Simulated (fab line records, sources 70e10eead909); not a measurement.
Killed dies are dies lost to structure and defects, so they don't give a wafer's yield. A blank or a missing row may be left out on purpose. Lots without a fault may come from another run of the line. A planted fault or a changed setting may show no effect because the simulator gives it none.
fab line records | flow nand_harc
record lots=6 wafers=18 last_day=33
route steps=1302 shown A_CHANNEL_FILL_D2@613
lots that met no fault: from a run of the same line without faults
start_h: hours from the record's first day to the start of the lot's first wafer shown | wait_h: hours since the lot's step before | " the same as in the row above | L1.1+2: a row that stands for several wafers | - no value, or no start given | * or withheld: withheld | < > ~ a bound
route shown NAME@n: a module of which the file shows steps, and the number in the route of the first | usual: mean/standard deviation of fault-free wafers | same: alike in all rows | chamber/n: place in a boat | sites: the reading at each site | _std_site: their standard deviation | _edge_site: outer sites' mean less inner sites' | radius_mm: how far each site lies from the wafer's centre | mask NAME#n: copy n | behind: the tool/chamber that last shaped the wafer | hold: why the lot was held/for how many hours/how that ended | device: the transistor (n, p or np) that didn't switch | end of line: the same wafers' tests at the end of the route | a step without rows: its recipe alone | killed: dies lost to structure and defects at the first sort, not the wafer's yield | map: a wafer's dies, x killed, . not, _ none there
set.NAME: the setting as run; set.NAME@STEP: as run at that earlier step | model.NAME: the simulator's own value behind a step, which no gauge read
lots at some steps of the route; a table a step, a row a wafer
services: from which hour (start_h, from the record's first day; less than 0 if before it) a tool's chamber was out of use, for how many hours, and why
## steps
# step NHARC_A_CHANNEL_FILL_D2_ALD_03
# recipe target_thk_a=60 pulse_time_s=60 ald_cycles=58 temp_c=630 pressure_torr=2 material=SiNx
# usual precursor_pulse_height_rel=0.999/0.018 susceptor_temp_C=630.02/0.25
# columns lot.wafer tool chamber start_h wait_h precursor_pulse_height_rel susceptor_temp_C
L389.2 ald_sin_batch-03 0 - - 0.994 630.44
L389.3 " 0 " " 0.976 630.43
L389.4 " 0 " " 1.001 629.98
L391.2 ald_sin_batch-01 0 - - 0.976 630.03
L391.4 " 0 " " 0.990 630.50
L391.6 " 0 " " 0.977 629.95
L400.1 ald_sin_batch-01 0 - - 1.006 629.64
L400.4 " 0 " " 1.013 629.76
L400.6 " 0 " " 0.992 630.02
L401.4 ald_sin_batch-01 0 - - 0.978 630.40
L401.5 " 0 " " 1.016 630.25
L401.6 " 0 " " 1.017 630.46
L409.1 ald_sin_batch-02 0 - - 1.012 629.88
L409.2 " 0 " " 0.993 629.78
L409.5 " 0 " " 0.989 630.43
L411.1 ald_sin_batch-02 0 - - 0.988 -
L411.2 " 0 " " 1.004 -
L411.5 " 0 " " 1.015 -
# step NHARC_A_CHANNEL_FILL_D2_ALD_14
# recipe target_thk_a=25 pulse_time_s=10 ald_cycles=25 temp_c=300 material=SiO2
# usual heater_power_outer_w=248/28 heater_power_w=445/53 precursor_pulse_height_rel=1.002/0.019 susceptor_temp_C=300.00/0.19
# columns lot.wafer tool chamber start_h wait_h heater_power_outer_w heater_power_w precursor_pulse_height_rel susceptor_temp_C
L389.4 ald_hk-03 1 301.25 0.0 227 387 1.005 300.18
L389.2 " 3 " " 219 346 1.008 299.90
L389.3 " 0 " " 253 444 1.002 300.19
L391.4 ald_hk-02 3 328.19 0.0 282 515 1.010 299.87
L391.2 " 2 " " 287 539 1.009 300.10
L391.6 " 0 " " 272 488 1.036 299.74
L400.4 ald_hk-02 1 411.18 0.0 237 426 1.027 300.20
L400.1 " 2 " " 281 532 1.012 299.64
L400.6 " 1 " " 243 418 1.013 299.98
L401.4 ald_hk-02 2 411.45 0.3 281 528 0.972 300.02
L401.5 " 1 " " 241 405 0.981 300.21
L401.6 " 2 " " 280 517 1.018 299.85
L409.2 ald_hk-04 1 511.58 0.0 200 378 1.002 300.49
L409.1 " 3 " " 261 451 0.999 299.96
L409.5 " 1 " " 199 376 0.985 300.31
L411.2 ald_hk-04 1 522.44 0.1 197 368 1.015 299.79
L411.1 " 2 " " 214 409 0.958 299.92
L411.5 " 0 " " 246 463 0.992 299.84
# step NHARC_A_CHANNEL_FILL_D2_ALD_15
# recipe target_thk_a=20 pulse_time_s=60 ald_cycles=19 temp_c=630 pressure_torr=2 material=SiNx
# usual precursor_pulse_height_rel=1.000/0.021 susceptor_temp_C=630.07/0.26
# columns lot.wafer tool chamber start_h wait_h precursor_pulse_height_rel susceptor_temp_C
L389.2 ald_sin_batch-02 0 - - 0.997 629.92
L389.3 " 0 " " 1.034 630.12
L389.4 " 0 " " 0.985 630.06
L391.2 ald_sin_batch-02 0 - - 0.979 629.96
L391.4 " 0 " " 1.009 629.93
L391.6 " 0 " " 1.052 630.11
L400.1 ald_sin_batch-02 0 - - 1.026 630.05
L400.4 " 0 " " 1.014 629.83
L400.6 " 0 " " 1.019 630.33
L401.4 ald_sin_batch-02 0 - - 1.013 629.86
L401.5 " 0 " " 1.006 629.74
L401.6 " 0 " " 1.023 630.31
L409.1 ald_sin_batch-03 0 - - 0.971 -
L409.2 " 0 " " 1.027 -
L409.5 " 0 " " 0.992 -
L411.1 ald_sin_batch-02 0 - - 1.000 -
L411.2 " 0 " " 0.979 -
L411.5 " 0 " " 1.013 -
# step NHARC_A_CHANNEL_FILL_D2_ALD_16
# recipe target_thk_a=15 pulse_time_s=10 ald_cycles=15 temp_c=300 material=SiO2
# usual heater_power_outer_w=249/30 heater_power_w=444/56 precursor_pulse_height_rel=1.000/0.02 susceptor_temp_C=300.00/0.17
# columns lot.wafer tool chamber start_h wait_h heater_power_outer_w heater_power_w precursor_pulse_height_rel susceptor_temp_C
L389.3 ald_hk-02 1 307.95 1.6 240 420 0.976 300.05
L389.2 " 2 " " 282 519 1.025 300.11
L389.4 " 3 " " 276 518 1.010 300.24
L391.2 ald_hk-03 2 333.42 0.1 285 453 0.991 300.33
L391.4 " 3 " " 216 351 0.947 299.96
L391.6 " 1 " " 227 409 0.996 300.05
L400.1 ald_hk-03 2 416.41 0.1 280 453 1.015 300.16
L400.4 " 0 " " 250 445 0.990 300.18
L400.6 " 1 " " 220 387 1.019 300.01
L401.4 ald_hk-02 1 416.43 0.1 239 423 0.989 300.18
L401.6 " 3 " " 280 512 0.991 299.64
L401.5 " 0 " " 272 500 0.989 300.34
L409.1 ald_hk-02 3 516.76 0.1 283 516 0.983 300.17
L409.2 " 0 " " 271 510 0.993 300.05
L409.5 " 2 " " 278 546 1.015 299.68
L411.2 ald_hk-04 2 529.37 1.9 218 404 0.990 299.86
L411.1 " 0 " " 246 431 1.018 300.00
L411.5 " 2 " " 211 403 0.991 300.28
# step NHARC_A_CHANNEL_FILL_D2_ANNEAL_17
# recipe temp_c=850 time_s=1800
# step NHARC_A_CHANNEL_FILL_D2_CVD_18
# recipe target_thk_a=30 temp_c=550 material=poly-Si
# step NHARC_A_CHANNEL_FILL_D2_ETCHBACK_19
# recipe target_depth_a=50 time_s=1.7 hbr_flow_sccm=150 cl2_flow_sccm=50 rf_w=400 icp_w=400 bias_w=100 chemistry=HBr/Cl2
# usual drypump_motor_current_A=5.5/0.45 oes_product_au=1.001/0.017 throttle_valve_pct=26.404/0.0092
# columns lot.wafer tool chamber start_h wait_h drypump_motor_current_A oes_product_au rf_hours_counter_h throttle_valve_pct
L389.2 rie_si-06 3 319.81 0.4 5.0 0.988 0.31 26.396
L389.4 " 0 " " 5.1 1.024 0.28 26.389
L389.3 " 1 " " 5.6 1.014 0.35 26.405
L391.2 rie_si-01 1 346.59 0.4 5.1 1.004 0.84 26.415
L391.4 " 0 " " 5.8 0.998 0.83 26.395
L391.6 " 1 " " 5.1 0.992 - 26.413
L400.4 rie_si-04 2 428.36 0.4 6.0 1.009 0.50 26.392
L400.1 " 0 " " 5.1 0.989 0.59 26.377
L400.6 " 2 " " 6.0 1.005 - 26.401
L401.4 rie_si-01 3 428.39 0.4 5.7 0.986 0.22 26.400
L401.5 " 1 " " 5.1 0.992 - 26.385
L401.6 " 2 " " 6.1 1.008 - 26.392
L409.2 rie_si-01 3 528.18 0.4 5.7 0.998 0.62 26.409
L409.1 " 0 " " 5.8 0.979 0.71 26.401
L409.5 " 3 " " 5.7 0.985 - 26.400
L411.2 rie_si-06 2 541.36 0.4 5.8 0.993 0.88 26.406
L411.1 " 1 " " 5.6 1.000 0.72 26.401
L411.5 " 3 " " 5.0 1.029 - 26.401
# step NHARC_A_CHANNEL_FILL_D2_ETCHBACK_20
# recipe target_depth_a=270 time_s=13.5 c4f8_flow_sccm=withheld o2_flow_sccm=8 ar_flow_sccm=withheld rf_w=600 bias_w=1500 chemistry=C4F8/O2/Ar
# step NHARC_A_CHANNEL_FILL_D2_STRIP_28
# recipe time_s=20 o2_flow_sccm=500 ar_flow_sccm=0 bias_w=0 chemistry=O2
# step NHARC_A_CHANNEL_FILL_D2_PRECLEAN_21
# recipe time_s=30 chemistry=dHF
# step NHARC_A_CHANNEL_FILL_D2_SRD_23
# step NHARC_A_CHANNEL_FILL_D2_CVD_05
# recipe target_thk_a=50 temp_c=550 material=poly-Si
# step NHARC_A_CHANNEL_FILL_D2_ANNEAL_22
# recipe temp_c=620 time_s=7200
# usual spike_tc_bottom_C=639.8/1.6 spike_tc_centre_C=621.0/1.4 spike_tc_lower_C=620.7/1.1 spike_tc_top_C=641/3 spike_tc_upper_C=620.0/1.1 tube_center_temp_C=620/0.061 tube_center_temp_C_max=621.61/0.24 zone_power_lower_pct=8.1/0.91
# columns lot.wafer tool chamber start_h wait_h spike_tc_bottom_C spike_tc_centre_C spike_tc_lower_C spike_tc_top_C spike_tc_upper_C tube_center_temp_C tube_center_temp_C_max zone_power_lower_pct
L389.2 furnace-05 0 327.77 3.5 639.6 620.1 621.9 644 620.2 619.98 621.64 7.1
L389.3 " 0 " " 638.0 622.5 619.7 644 619.2 620 621.79 7.3
L389.4 " 0 " " 640.8 621.0 620.5 644 619.5 620 621.74 7.2
L391.2 furnace-07 0 354.46 3.4 641.4 620.8 620.5 640 621.4 619.99 621.40 8.7
L391.4 " 0 " " 640.3 619.3 620.9 639 620.7 620.11 621.74 8.4
L391.6 " 0 " " 641.6 618.5 620.2 640 620.3 620 621.51 8.5
L400.1 furnace-07 0 436.30 3.4 666.3 646.6 648.3 668 648.1 647.26 649.18 9.1
L400.4 " 0 " " 667.3 647.8 647.2 667 646.9 647.25 649.13 9.4
L400.6 " 0 " " 669.2 647.5 646.8 666 646.0 647.33 649.04 9.4
L401.4 furnace-07 0 436.30 3.4 667.3 648.1 646.6 667 648.0 647.33 648.94 9.3
L401.5 " 0 " " 666.8 648.4 646.7 666 646.9 647.22 649.05 9.3
L401.6 " 0 " " 667.7 646.5 648.4 663 647.1 647.35 648.62 9.2
L409.1 furnace-06 0 535.63 2.9 635.4 620.8 619.3 635 620.2 620.07 621.54 9.8
L409.2 " 0 " " 637.3 622.1 619.1 634 620.6 620.02 621.55 9.6
L409.5 " 0 " " 638.1 621.3 620.1 637 618.4 619.85 621.57 9.7
L411.1 furnace-05 0 549.27 3.5 640.1 620.8 621.3 644 619.7 620 621.85 7.5
L411.2 " 0 " " 640.3 622.4 621.2 643 621.4 619.95 621.14 7.2
L411.5 " 0 " " 639.3 621.3 619.3 643 622.2 620.01 621.13 7.3
## services
# columns tool chamber start_h hours kind
rie_si-04 - 342.00 9.0 pm
ald_hk-02 - 350.68 10.0 pm
ald_hk-02 0 350.68 10.0 vent_cycle
ald_hk-02 1 350.68 10.0 vent_cycle
ald_hk-02 2 350.68 10.0 vent_cycle
ald_hk-02 3 350.68 10.0 vent_cycle
rie_si-06 3 358.88 132.4 repair
ald_hk-02 0 360.68 - clean
rie_si-06 1 366.54 1.1 repair
rie_si-01 - 370.00 9.0 pm
rie_si-06 - 370.83 0.6 repair
furnace-07 - 389.06 26.0 pm
ald_hk-03 - 392.31 10.0 pm
ald_hk-03 - 420.90 2.4 repair
rie_si-06 - 426.00 9.0 pm
ald_hk-04 - 435.25 10.0 pm
rie_si-06 0 485.63 6.3 repair
ald_hk-04 - 490.93 0.4 repair
rie_si-06 0 503.80 5.5 repair
ald_sin_batch-01 - 506.00 26.0 pm
rie_si-06 - 518.60 0.3 repair
rie_si-04 - 519.00 9.0 pm
rie_si-04 1 541.64 6.3 repair
rie_si-01 - 547.00 9.0 pm
## key
first_sign step=NHARC_A_CHANNEL_FILL_D2_ANNEAL_22 reading=tube_center_temp_C direction=up sigmas=99+ usual=* struck=*
effect step=NHARC_A_CHANNEL_FILL_D2_ANNEAL_22 reading=tube_center_temp_C_max direction=up sigmas=99+ usual=* struck=*
met_at NHARC_A_CHANNEL_FILL_D2_ANNEAL_22
struck_wafers L400.1,L400.4,L400.6,L401.4,L401.5,L401.6
tester_left_out L400,L401
onset_between 354.46 436.30
fault kind=process_parameter_drift tool=furnace-07 chamber=- onset_h=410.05 steps=NHARC_A_CHANNEL_FILL_D2_ANNEAL_22 channel=temp_c offset=* shape=step end_h=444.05 acts_in=* stated=*
# tester_left_out: of these lots the tester's yield and bins aren't shown, on N5 and GAA mostly nor the transistor test; their killed dies are dies lost to structure and defects alone, not to doping, threshold or leakage, so they don't give the yield
